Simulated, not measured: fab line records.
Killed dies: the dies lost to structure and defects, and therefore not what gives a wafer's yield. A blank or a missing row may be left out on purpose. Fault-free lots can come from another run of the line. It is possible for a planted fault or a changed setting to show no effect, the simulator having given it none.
What tool caused it? :: flow nand-harc :: 12 lots, 36 wafers sampled, at 6 steps of a route of 1159

## WHAT THE GAUGES READ, wafer by wafer
NHARC_P_GATE_CD_MEAS_46: target cd 720 nm. Usual: cd-nm at 720.8 nm, with a standard deviation of 1.7.
lot: L152
measured: day 5 05:24
on: cd-sem-02
cd-nm (nm): 722.1 721.9 722.1
flag: 

lot: L154
measured: day 6 00:05
on: cd-sem-01
cd-nm (nm): 721.3 721.0 722.3
flag: 

lot: L156
measured: day 6 11:42
on: cd-sem-03
cd-nm (nm): 721.3 721.0 720.9
flag: 

lot: L158
measured: day 7 03:44
on: cd-sem-03
cd-nm (nm): 722.4 722.8 722.7
flag: 

lot: L159
measured: day 7 05:49
on: cd-sem-03
cd-nm (nm): 724.8 721.7 721.6
flag: 

lot: L160
measured: day 7 06:05
on: cd-sem-03
cd-nm (nm): 716.6 720.9 716.8
flag: 

lot: L162
measured: day 7 16:46
on: cd-sem-01
cd-nm (nm): 721.2 721.8 722.4
flag: 

lot: L169
measured: day 9 17:37
on: cd-sem-03
cd-nm (nm): 720.5 721.0 720.8
flag: 

lot: L171
measured: day 10 08:32
on: cd-sem-01
cd-nm (nm): 719.6 724.0 720.5
flag: 

lot: L172
measured: day 10 08:55
on: cd-sem-01
cd-nm (nm): 717.4 720.0 718.6
flag: 

lot: L173
measured: day 10 15:33
on: cd-sem-03
cd-nm (nm): 716.9 720.5 719.7
flag: 

lot: L174
measured: day 10 23:44
on: cd-sem-01
cd-nm (nm): 723.2 722.3 719.5
flag: 

NHARC_P_GATE_INSPECT_68. Usual: raw-defect-count at 199, with a standard deviation of 74.
lot: L152
measured: day 5 12:14
on: defect-inspect-02
raw-defect-count: 148 148 267
flag: 

lot: L154
measured: day 6 06:34
on: defect-inspect-01
raw-defect-count: 165 136 130
flag: 

lot: L156
measured: day 6 18:42
on: defect-inspect-01
raw-defect-count: 105 313 161
flag: 

lot: L158
measured: day 7 10:17
on: defect-inspect-01
raw-defect-count: 284 181 274
flag: 

lot: L159
measured: day 7 12:31
on: defect-inspect-02
raw-defect-count: 129 104 122
flag: 

lot: L160
measured: day 7 13:49
on: defect-inspect-01
raw-defect-count: 1223 1156 1229
flag: OFF

lot: L162
measured: day 7 23:26
on: defect-inspect-02
raw-defect-count: 1232 1203 1159
flag: OFF

lot: L169
measured: day 10 00:17
on: defect-inspect-01
raw-defect-count: 265 294 244
flag: 

lot: L171
measured: day 10 15:01
on: defect-inspect-02
raw-defect-count: 99 111 119
flag: 

lot: L172
measured: day 10 15:41
on: defect-inspect-02
raw-defect-count: 87 155 162
flag: 

lot: L173
measured: day 10 22:03
on: defect-inspect-01
raw-defect-count: 113 214 104
flag: 

lot: L174
measured: day 11 06:36
on: defect-inspect-01
raw-defect-count: 177 146 208
flag: 

NHARC_END_SORT_01. Usual: killed-at-array 26, standard deviation 11; killed-at-other 0.6, standard deviation 1; killed-at-periphery 3.1, standard deviation 2.1; killed-dies 30, standard deviation 11; killed-open 3.4, standard deviation 1.8; killed-short 2.1, standard deviation 1.5.
lot: L160
measured: day 21 08:16
on: prober-01
killed-at-array: 16 22 18
killed-at-other: 0 4 1
killed-at-periphery: 75 103 103
killed-dies: 91 129 122
killed-open: 4 5 3
killed-short: 1 7 5
flag: OFF

lot: L162
measured: day 21 15:22
on: prober-02
killed-at-array: 28 16 31
killed-at-other: 2 0 1
killed-at-periphery: 99 82 74
killed-dies: 129 98 106
killed-open: 2 3 4
killed-short: 4 2 5
flag: OFF

lot: L169
measured: day 23 22:02
on: prober-02
killed-at-array: 55 47 52
killed-at-other: 1 0 4
killed-at-periphery: 0 2 3
killed-dies: 56 49 59
killed-open: 1 1 4
killed-short: 3 3 4
flag: 

lot: L171
measured: day 24 10:36
on: prober-01
killed-at-array: 24 20 19
killed-at-other: 1 0 0
killed-at-periphery: 2 7 3
killed-dies: 27 27 22
killed-open: 7 3 3
killed-short: 4 5 0
flag: 

## WHAT TOOL EACH LOT RAN ON (gives the tool, then ch and the chambers of the sampled wafers, and finally the start)
lot: L152
NHARC_P_GATE_STRIP_76: plasma-asher-02 ch 0,1, day 5 08:08
NHARC_P_GATE_DESCUM_93: rie-diel-11 ch 1,2, day 5 09:10
NHARC_P_GATE_STRIP_113: plasma-asher-02 ch 0,1, day 5 09:42

lot: L154
NHARC_P_GATE_STRIP_76: plasma-asher-02 ch 0,1, day 6 02:42
NHARC_P_GATE_DESCUM_93: rie-diel-06 ch 0,1, day 6 03:38
NHARC_P_GATE_STRIP_113: plasma-asher-02 ch 0,1, day 6 04:22

lot: L156
NHARC_P_GATE_STRIP_76: plasma-asher-02 ch 0,1, day 6 14:16
NHARC_P_GATE_DESCUM_93: rie-diel-11 ch 0,2, day 6 15:25
NHARC_P_GATE_STRIP_113: plasma-asher-02 ch 0,1, day 6 16:20

lot: L158
NHARC_P_GATE_STRIP_76: plasma-asher-01 ch 0,1, day 7 06:17
NHARC_P_GATE_DESCUM_93: rie-diel-11 ch 1,3, day 7 07:22
NHARC_P_GATE_STRIP_113: plasma-asher-02 ch 0,1, day 7 07:51

lot: L159
NHARC_P_GATE_STRIP_76: plasma-asher-01 ch 0,1, day 7 08:37
NHARC_P_GATE_DESCUM_93: rie-diel-11 ch 0,2,3, day 7 09:37
NHARC_P_GATE_STRIP_113: plasma-asher-02 ch 0,1, day 7 10:04

lot: L160
NHARC_P_GATE_STRIP_76: plasma-asher-02 ch 0,1, day 7 08:49
NHARC_P_GATE_DESCUM_93: rie-diel-09 ch 2,3, day 7 09:54
NHARC_P_GATE_STRIP_113: plasma-asher-01 ch 0,1, day 7 10:50

lot: L162
NHARC_P_GATE_STRIP_76: plasma-asher-02 ch 0,1, day 7 19:29
NHARC_P_GATE_DESCUM_93: rie-diel-06 ch 2,3, day 7 20:33
NHARC_P_GATE_STRIP_113: plasma-asher-02 ch 0,1, day 7 20:55

lot: L169
NHARC_P_GATE_STRIP_76: plasma-asher-01 ch 0,1, day 9 20:17
NHARC_P_GATE_DESCUM_93: rie-diel-06 ch 0,2, day 9 21:21
NHARC_P_GATE_STRIP_113: plasma-asher-02 ch 0,1, day 9 21:58

lot: L171
NHARC_P_GATE_STRIP_76: plasma-asher-02 ch 0,1, day 10 10:58
NHARC_P_GATE_DESCUM_93: rie-diel-06 ch 0,2,3, day 10 12:06
NHARC_P_GATE_STRIP_113: plasma-asher-01 ch 0,1, day 10 12:28

lot: L172
NHARC_P_GATE_STRIP_76: plasma-asher-01 ch 0,1, day 10 11:29
NHARC_P_GATE_DESCUM_93: rie-diel-11 ch 0,3, day 10 12:33
NHARC_P_GATE_STRIP_113: plasma-asher-02 ch 0,1, day 10 13:10

lot: L173
NHARC_P_GATE_STRIP_76: plasma-asher-02 ch 0,1, day 10 18:00
NHARC_P_GATE_DESCUM_93: rie-diel-11 ch 0,3, day 10 19:07
NHARC_P_GATE_STRIP_113: plasma-asher-02 ch 0,1, day 10 19:44

lot: L174
NHARC_P_GATE_STRIP_76: plasma-asher-01 ch 0,1, day 11 02:22
NHARC_P_GATE_DESCUM_93: rie-diel-11 ch 0,1, day 11 03:17
NHARC_P_GATE_STRIP_113: plasma-asher-01 ch 0,1, day 11 04:07
- NHARC_P_GATE_STRIP_76: strips in O2.
- NHARC_P_GATE_DESCUM_93: chemistry O2, time 3 s.
- NHARC_P_GATE_STRIP_113: strips in N2/H2, time 740 s.

## WHAT THE TOOLS THEMSELVES READ (means of the sampled wafers that have a number; where no wafer has one, the mark that the record gives instead)
NHARC_P_GATE_STRIP_76. Usual: drypump-motor-current-A 6.24 A, standard deviation 0.093; heater-power-w 329 W, standard deviation 20.
lot: L152
tool: plasma-asher-02
drypump-motor-current-A (A): 6.26
heater-power-w (W): 328
flag: 

lot: L154
tool: plasma-asher-02
drypump-motor-current-A (A): 6.27
heater-power-w (W): 330
flag: 

lot: L156
tool: plasma-asher-02
drypump-motor-current-A (A): 6.26
heater-power-w (W): 326
flag: 

lot: L158
tool: plasma-asher-01
drypump-motor-current-A (A): 6.15
heater-power-w (W): 318
flag: 

lot: L159
tool: plasma-asher-01
drypump-motor-current-A (A): 6.15
heater-power-w (W): 321
flag: 

lot: L160
tool: plasma-asher-02
drypump-motor-current-A (A): 6.26
heater-power-w (W): 331
flag: 

lot: L162
tool: plasma-asher-02
drypump-motor-current-A (A): 6.33
heater-power-w (W): 340
flag: 

lot: L169
tool: plasma-asher-01
drypump-motor-current-A (A): 6.17
heater-power-w (W): 316
flag: 

lot: L171
tool: plasma-asher-02
drypump-motor-current-A (A): 6.28
heater-power-w (W): 333
flag: 

lot: L172
tool: plasma-asher-01
drypump-motor-current-A (A): 6.18
heater-power-w (W): 313
flag: 

lot: L173
tool: plasma-asher-02
drypump-motor-current-A (A): 6.31
heater-power-w (W): 339
flag: 

lot: L174
tool: plasma-asher-01
drypump-motor-current-A (A): 6.13
heater-power-w (W): 322
flag: 

NHARC_P_GATE_DESCUM_93. Usual: chamber-pressure-mTorr 60.00 mTorr, standard deviation 0.053; drypump-motor-current-A 5.6 A, standard deviation 0.44; oes-product-au 1.003 a.u., standard deviation 0.0079; rf-vpp-V 57.9 V, standard deviation 0.97; showerhead-plenum-p-Torr 1.95 Torr, standard deviation 0.079; throttle-valve-pct 11.312 %, standard deviation 0.0092.
lot: L152
tool: rie-diel-11
chamber-pressure-mTorr (mTorr): 60.04
drypump-motor-current-A (A): 5.5
oes-product-au (a.u.): 1.001
rf-vpp-V (V): 58.7
showerhead-plenum-p-Torr (Torr): 2.01
throttle-valve-pct (%): 11.313
flag: 

lot: L154
tool: rie-diel-06
chamber-pressure-mTorr (mTorr): 60.03
drypump-motor-current-A (A): 5.9
oes-product-au (a.u.): 1.002
rf-vpp-V (V): 57.5
showerhead-plenum-p-Torr (Torr): 1.85
throttle-valve-pct (%): 11.303
flag: 

lot: L156
tool: rie-diel-11
chamber-pressure-mTorr (mTorr): 60.01
drypump-motor-current-A (A): 5.2
oes-product-au (a.u.): 1.010
rf-vpp-V (V): 57.0
showerhead-plenum-p-Torr (Torr): 1.87
throttle-valve-pct (%): 11.298
flag: 

lot: L158
tool: rie-diel-11
chamber-pressure-mTorr (mTorr): 60.02
drypump-motor-current-A (A): 5.6
oes-product-au (a.u.): 1.002
rf-vpp-V (V): 58.4
showerhead-plenum-p-Torr (Torr): 2.03
throttle-valve-pct (%): 11.311
flag: 

lot: L159
tool: rie-diel-11
chamber-pressure-mTorr (mTorr): 59.97
drypump-motor-current-A (A): 5.4
oes-product-au (a.u.): 0.999
rf-vpp-V (V): 57.8
showerhead-plenum-p-Torr (Torr): 1.95
throttle-valve-pct (%): 11.310
flag: 

lot: L160
tool: rie-diel-09
chamber-pressure-mTorr (mTorr): 59.97
drypump-motor-current-A (A): 6.3
oes-product-au (a.u.): 0.999
rf-vpp-V (V): 58.3
showerhead-plenum-p-Torr (Torr): 1.96
throttle-valve-pct (%): 11.308
flag: 

lot: L162
tool: rie-diel-06
chamber-pressure-mTorr (mTorr): 60.00
drypump-motor-current-A (A): 5.3
oes-product-au (a.u.): 1.015
rf-vpp-V (V): 58.4
showerhead-plenum-p-Torr (Torr): 1.96
throttle-valve-pct (%): 11.304
flag: 

lot: L169
tool: rie-diel-06
chamber-pressure-mTorr (mTorr): 60.04
drypump-motor-current-A (A): 5.4
oes-product-au (a.u.): 1.005
rf-vpp-V (V): 57.3
showerhead-plenum-p-Torr (Torr): 1.85
throttle-valve-pct (%): 11.321
flag: 

lot: L171
tool: rie-diel-06
chamber-pressure-mTorr (mTorr): 59.99
drypump-motor-current-A (A): 5.6
oes-product-au (a.u.): 1.006
rf-vpp-V (V): 57.4
showerhead-plenum-p-Torr (Torr): 1.90
throttle-valve-pct (%): 11.304
flag: 

lot: L172
tool: rie-diel-11
chamber-pressure-mTorr (mTorr): 60.02
drypump-motor-current-A (A): 5.3
oes-product-au (a.u.): 1.010
rf-vpp-V (V): 57.6
showerhead-plenum-p-Torr (Torr): 1.89
throttle-valve-pct (%): 11.313
flag: 

lot: L173
tool: rie-diel-11
chamber-pressure-mTorr (mTorr): 60.00
drypump-motor-current-A (A): 5.3
oes-product-au (a.u.): 1.009
rf-vpp-V (V): 56.2
showerhead-plenum-p-Torr (Torr): 1.89
throttle-valve-pct (%): 11.316
flag: 

lot: L174
tool: rie-diel-11
chamber-pressure-mTorr (mTorr): 60.04
drypump-motor-current-A (A): 5.3
oes-product-au (a.u.): 0.998
rf-vpp-V (V): 57.9
showerhead-plenum-p-Torr (Torr): 1.87
throttle-valve-pct (%): 11.313
flag: 

NHARC_P_GATE_STRIP_113. Usual: drypump-motor-current-A 6.24 A, standard deviation 0.098; heater-power-w 88 W, standard deviation 5.4.
lot: L152
tool: plasma-asher-02
drypump-motor-current-A (A): 6.26
heater-power-w (W): 89
flag: 

lot: L154
tool: plasma-asher-02
drypump-motor-current-A (A): 6.28
heater-power-w (W): 89
flag: 

lot: L156
tool: plasma-asher-02
drypump-motor-current-A (A): 6.32
heater-power-w (W): 93
flag: 

lot: L158
tool: plasma-asher-02
drypump-motor-current-A (A): 6.24
heater-power-w (W): 87
flag: 

lot: L159
tool: plasma-asher-02
drypump-motor-current-A (A): 6.31
heater-power-w (W): 91
flag: 

lot: L160
tool: plasma-asher-01
drypump-motor-current-A (A): 6.19
heater-power-w (W): 82
flag: 

lot: L162
tool: plasma-asher-02
drypump-motor-current-A (A): 6.31
heater-power-w (W): 92
flag: 

lot: L169
tool: plasma-asher-02
drypump-motor-current-A (A): 6.30
heater-power-w (W): 88
flag: 

lot: L171
tool: plasma-asher-01
drypump-motor-current-A (A): 6.17
heater-power-w (W): 83
flag: 

lot: L172
tool: plasma-asher-02
drypump-motor-current-A (A): 6.30
heater-power-w (W): 91
flag: 

lot: L173
tool: plasma-asher-02
drypump-motor-current-A (A): 6.25
heater-power-w (W): 88
flag: 

lot: L174
tool: plasma-asher-01
drypump-motor-current-A (A): 6.15
heater-power-w (W): 86
flag: 

## THE ANSWER, worked out from the rows above alone
Rule: a lot counts as off when the mean over its wafers that have a number is more than 3 standard deviations away from the usual mean. Also off: a lot with no number at a reading for which 4 or more lots have one. All remaining lots with rows at the step are treated as sound. Order of review: gauges by route order, followed by the tools' own readings, for which a lot's mean as printed above is used. At the first step where some lot is off, the reading lying furthest off is the one used; lots without a number count as furthest.
Off at NHARC_P_GATE_INSPECT_68 (raw-defect-count): L160, L162.
A tool fits if, at a process step before that reading, it ran every lot that is off, and no sound lot after the first of them. Not tried: the gauges at NHARC_P_GATE_INSPECT_68; whatever is off there is also off at NHARC_END_SORT_01, on other tools, and gauge error can't account for it. Not one of the candidates tried fits.

## WHAT THE SIMULATOR HAD PUT IN
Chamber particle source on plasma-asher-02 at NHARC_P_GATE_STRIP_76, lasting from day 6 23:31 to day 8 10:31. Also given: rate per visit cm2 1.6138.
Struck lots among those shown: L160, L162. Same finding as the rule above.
